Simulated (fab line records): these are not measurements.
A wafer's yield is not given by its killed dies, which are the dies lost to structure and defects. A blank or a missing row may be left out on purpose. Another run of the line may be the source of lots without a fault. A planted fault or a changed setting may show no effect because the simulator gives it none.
Chamber matching	flow nand_harc	3 sister chambers for NHARC_A_ONON_D1_DEP_33 on pecvd-03
The step deposits SiO2, target thk 200 nm. 18 wafers are shown with their chamber, then 9 later ones without.

== EACH WAFER AND ITS CHAMBER ==
wafer	chamber	heater_power_w (W)	heater_power_outer_w (W)	throttle_valve_pct (%)
L074.1	2	501	289	16.0
L074.2	0	681	363	15.3
L074.3	1	544	298	16.0
L081.1	2	513	293	16.3
L081.3	0	751	419	15.4
L081.5	2	525	297	15.7
L079.1	1	450	224	16.4
L079.2	0	753	418	15.4
L079.6	0	742	429	15.1
L083.1	0	755	426	15.3
L083.4	1	432	204	16.4
L083.6	2	524	300	15.9
L088.1	2	515	285	15.9
L088.3	1	437	212	16.1
L088.4	2	513	297	16.1
L087.2	0	715	391	15.4
L087.3	1	477	248	16.4
L087.4	1	494	256	16.0

SIGNATURES, as means of the wafers listed above
reading	chamber 0	chamber 1	chamber 2	scatter within a chamber
heater_power_w	732.83	472.33	515.17	30.2
heater_power_outer_w	407.67	240.33	293.50	25.1
throttle_valve_pct	15.317	16.217	15.983	0.18
Rule: a wafer lies at a distance from a chamber equal to the root of the sum of squares, over the readings, of (its reading less the chamber's mean, divided by the reading's scatter). The wafer belongs to the nearest chamber; if the next one is less than 2 further off, it can't be placed. How the scatter is found: for the shown wafers, subtract from each reading the mean of its chamber, square and add these, divide the total by (wafers less chambers), then take the root.

== WAFERS WITHOUT THEIR CHAMBER ==
wafer	heater_power_w (W)	heater_power_outer_w (W)	throttle_valve_pct (%)
L091.1	746	413	14.9
L091.4	554	299	16.3
L091.5	435	224	15.9
L093.1	750	412	15.3
L093.3	449	250	16.0
L093.4	742	408	15.2
L094.1	750	419	15.5
L094.2	420	226	15.9
L094.5	602	290	15.4

== EACH ONE'S CHAMBER ==
wafer	from the rows above	in truth
L091.1	0	0
L091.4	can't be placed: 2 or 1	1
L091.5	can't be placed: 1 or 2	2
L093.1	0	0
L093.3	can't be placed: 1 or 2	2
L093.4	0	0
L094.1	0	0
L094.2	can't be placed: 1 or 2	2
L094.5	2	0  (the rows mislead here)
Correctly placed: 4 of 9. Unplaceable from these rows: 4, with the true chamber sitting among the candidates in 4. Wrongly placed: 1.
